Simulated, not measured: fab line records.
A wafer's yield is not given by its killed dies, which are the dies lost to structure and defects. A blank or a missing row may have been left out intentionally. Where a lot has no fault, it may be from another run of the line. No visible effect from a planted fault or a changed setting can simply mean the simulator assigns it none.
Which tool did it? -- flow n5 finfet -- 72 wafers from 24 lots sampled at 5 of the route's 1938 steps

WHAT EACH GAUGE READ, for each wafer
N5_BEOL_M6_INSPECT_30: inspects for defects (brightfield).
lot,measured,on,raw defect count
L077,day 9 02:08,defect inspect-02,455 366 507
L075,day 9 02:19,defect inspect-01,346 368 301
L074,day 9 02:29,defect inspect-01,523 559 520
L076,day 9 04:13,defect inspect-01,511 431 394
L078,day 9 16:50,defect inspect-02,265 282 331
L079,day 9 22:25,defect inspect-01,388 393 376
L080,day 10 01:56,defect inspect-02,327 343 267
L081,day 10 04:09,defect inspect-02,559 370 559
L082,day 10 08:33,defect inspect-02,395 507 409
L083,day 10 22:13,defect inspect-02,336 311 424
L084,day 11 09:30,defect inspect-02,410 353 288
L085,day 11 15:55,defect inspect-01,402 425 487
L086,day 11 20:18,defect inspect-02,329 351 320
L088,day 11 21:40,defect inspect-01,382 683 420
L087,day 12 02:02,defect inspect-01,622 466 538
L089,day 12 10:16,defect inspect-02,317 323 285
L090,day 12 21:39,defect inspect-01,505 524 492
L091,day 12 23:50,defect inspect-01,290 325 408
L092,day 13 03:32,defect inspect-01,281 312 476
L093,day 13 15:00,defect inspect-02,302 336 347
L094,day 13 16:35,defect inspect-01,329 350 331
L095,day 14 10:22,defect inspect-01,568 520 560
L096,day 14 12:02,defect inspect-02,462 477 336
L097,day 14 16:59,defect inspect-02,270 560 343

N5_BEOL_M6_CD_MEAS_35: target cd 40 nm, target cd y 28 nm.
lot,measured,on,cd nm (nm)
L077,day 9 02:49,cd sem-03,40.3 40.4 40.3
L075,day 9 03:10,cd sem-02,40.8 40.1 40.4
L074,day 9 03:13,cd sem-03,39.8 39.7 39.7
L076,day 9 04:50,cd sem-03,40.5 40.5 41.0
L078,day 9 17:27,cd sem-02,39.8 40.5 39.9
L079,day 9 23:34,cd sem-02,40.0 40.8 40.3
L080,day 10 02:45,cd sem-02,40.9 39.7 40.7
L081,day 10 04:46,cd sem-01,39.7 40.0 40.9
L082,day 10 09:13,cd sem-03,40.3 40.3 40.0
L083,day 10 23:01,cd sem-02,40.0 39.9 40.2
L084,day 11 10:24,cd sem-02,40.1 39.6 40.3
L085,day 11 16:31,cd sem-01,40.0 39.9 40.2
L086,day 11 21:08,cd sem-03,40.2 40.6 40.4
L088,day 11 22:17,cd sem-03,39.1 39.7 39.2
L087,day 12 02:39,cd sem-03,40.2 39.8 40.3
L089,day 12 11:02,cd sem-03,40.6 40.8 39.8
L090,day 12 22:32,cd sem-03,40.4 39.7 40.2
L091,day 13 00:41,cd sem-01,39.9 39.2 39.2
L092,day 13 04:09,cd sem-02,40.4 41.2 39.7
L093,day 13 15:40,cd sem-01,40.2 39.4 40.3
L094,day 13 17:34,cd sem-01,39.8 39.1 39.4
L095,day 14 10:59,cd sem-01,40.0 39.8 40.6
L096,day 14 12:39,cd sem-03,40.3 40.1 40.2
L097,day 14 17:40,cd sem-02,40.1 40.3 40.2

N5_BEOL_M6_INSPECT_58: inspects for defects (darkfield).
lot,measured,on,raw defect count
L077,day 9 05:13,defect inspect-01,121 54 74
L075,day 9 05:27,defect inspect-01,63 56 53
L074,day 9 05:34,defect inspect-02,121 78 47
L076,day 9 06:55,defect inspect-01,54 54 51
L078,day 9 20:29,defect inspect-02,42 32 56
L079,day 10 02:09,defect inspect-02,79 83 75
L080,day 10 05:28,defect inspect-02,37 49 50
L081,day 10 07:53,defect inspect-01,80 87 52
L082,day 10 12:37,defect inspect-01,81 83 59
L083,day 11 03:09,defect inspect-01,78 49 56
L084,day 11 12:49,defect inspect-01,79 63 67
L085,day 11 18:58,defect inspect-01,80 52 87
L086,day 11 23:34,defect inspect-01,79 79 64
L088,day 12 01:00,defect inspect-01,67 64 104
L087,day 12 05:34,defect inspect-02,72 68 40
L089,day 12 13:34,defect inspect-01,64 133 64
L090,day 13 01:13,defect inspect-01,51 56 61
L091,day 13 03:10,defect inspect-01,121 90 82
L092,day 13 06:57,defect inspect-02,83 57 82
L093,day 13 18:40,defect inspect-02,38 34 44
L094,day 13 20:56,defect inspect-01,61 67 56
L095,day 14 13:37,defect inspect-01,72 83 117
L096,day 14 15:46,defect inspect-01,84 95 59
L097,day 14 20:27,defect inspect-02,91 64 66

WHAT TOOL EACH LOT RAN ON (gives the tool, then ch and the chambers of the sampled wafers, and finally the start)
lot,N5_BEOL_M6_DEGAS_44,N5_BEOL_M6_ANNEAL_51
L077,"pvd sputter-03, day 9 03:30","rtp anneal-01 ch 0, day 9 04:34"
L075,"pvd sputter-03, day 9 03:35","rtp anneal-01 ch 0, day 9 04:47"
L074,"pvd sputter-03, day 9 03:40","rtp anneal-02 ch 0, day 9 04:48"
L076,"pvd sputter-02, day 9 05:12","rtp anneal-02 ch 0, day 9 06:14"
L078,"pvd sputter-01, day 9 18:17","rtp anneal-02 ch 0, day 9 19:37"
L079,"pvd sputter-02, day 10 00:20","rtp anneal-02 ch 0, day 10 01:17"
L080,"pvd sputter-02, day 10 03:43","rtp anneal-02 ch 0, day 10 04:43"
L081,"pvd sputter-03, day 10 05:10","rtp anneal-02 ch 0, day 10 07:08"
L082,"pvd sputter-02, day 10 09:45","rtp anneal-01 ch 0, day 10 11:53"
L083,"pvd sputter-01, day 10 23:53","rtp anneal-01 ch 0, day 11 02:24"
L084,"pvd sputter-03, day 11 11:03","rtp anneal-01 ch 0, day 11 12:05"
L085,"pvd sputter-01, day 11 17:19","rtp anneal-01 ch 0, day 11 18:16"
L086,"pvd sputter-03, day 11 21:45","rtp anneal-02 ch 0, day 11 22:49"
L088,"pvd sputter-03, day 11 23:03","rtp anneal-01 ch 0, day 12 00:14"
L087,"pvd sputter-03, day 12 03:28","rtp anneal-02 ch 0, day 12 04:51"
L089,"pvd sputter-01, day 12 11:33","rtp anneal-01 ch 0, day 12 12:53"
L090,"pvd sputter-01, day 12 23:02","rtp anneal-01 ch 0, day 13 00:33"
L091,"pvd sputter-03, day 13 01:05","rtp anneal-02 ch 0, day 13 02:25"
L092,"pvd sputter-01, day 13 04:36","rtp anneal-02 ch 0, day 13 06:15"
L093,"pvd sputter-01, day 13 16:59","rtp anneal-02 ch 0, day 13 17:55"
L094,"pvd sputter-02, day 13 17:57","rtp anneal-01 ch 0, day 13 20:11"
L095,"pvd sputter-01, day 14 11:46","rtp anneal-02 ch 0, day 14 12:47"
L096,"pvd sputter-01, day 14 13:11","rtp anneal-01 ch 0, day 14 15:07"
L097,"pvd sputter-02, day 14 18:07","rtp anneal-01 ch 0, day 14 19:50"
- N5_BEOL_M6_DEGAS_44: time 60 s.
- N5_BEOL_M6_ANNEAL_51: time 90 s.

AS READ BY THE TOOLS THEMSELVES (means over the sampled wafers that have a number; for cases with no such wafer, the mark the record gives instead)
N5_BEOL_M6_DEGAS_44.
lot,tool,heater power w (W)
L077,pvd sputter-03,342
L075,pvd sputter-03,352
L074,pvd sputter-03,363
L076,pvd sputter-02,390
L078,pvd sputter-01,379
L079,pvd sputter-02,383
L080,pvd sputter-02,353
L081,pvd sputter-03,348
L082,pvd sputter-02,358
L083,pvd sputter-01,336
L084,pvd sputter-03,341
L085,pvd sputter-01,371
L086,pvd sputter-03,343
L088,pvd sputter-03,348
L087,pvd sputter-03,349
L089,pvd sputter-01,353
L090,pvd sputter-01,357
L091,pvd sputter-03,343
L092,pvd sputter-01,390
L093,pvd sputter-01,345
L094,pvd sputter-02,392
L095,pvd sputter-01,337
L096,pvd sputter-01,380
L097,pvd sputter-02,386

N5_BEOL_M6_ANNEAL_51.
lot,tool,wafer_temp_C_max
L077,rtp anneal-01,226.41
L075,rtp anneal-01,226.39
L074,rtp anneal-02,226.53
L076,rtp anneal-02,226.23
L078,rtp anneal-02,226.15
L079,rtp anneal-02,226.34
L080,rtp anneal-02,225.90
L081,rtp anneal-02,226.28
L082,rtp anneal-01,225.91
L083,rtp anneal-01,226.37
L084,rtp anneal-01,226.21
L085,rtp anneal-01,226.31
L086,rtp anneal-02,226.12
L088,rtp anneal-01,226.39
L087,rtp anneal-02,226.13
L089,rtp anneal-01,226.04
L090,rtp anneal-01,226.17
L091,rtp anneal-02,226.05
L092,rtp anneal-02,226.24
L093,rtp anneal-02,226.04
L094,rtp anneal-01,226.18
L095,rtp anneal-02,226.16
L096,rtp anneal-01,226.38
L097,rtp anneal-01,226.60

THE ANSWER, worked out from the rows above alone
Rule: the lots themselves supply what counts as usual. The widest of any qualifying gaps counts: lots, ordered by their means at a reading, are off when they make up no more than a third of the lots, leave a main group of 4 or more, and stand apart from it by 3 or more times the standard deviation of that group's means. The tables above print the reading to a certain number of digits; a main group whose means all agree to those digits is not used. A lot without any number at a reading at which 4 lots or more have one is off too. The other lots that the step has rows for count as sound. The gauges are gone through in route order, then the tools' own readings, and for those a lot's mean is taken as printed above. The first step at which some lot is off is used, and at that step the reading that is off furthest; a lot without a number counts as furthest.
Nothing can be told from this: no lot is off at any reading shown.

WHAT HAD BEEN PUT IN BY THE SIMULATOR
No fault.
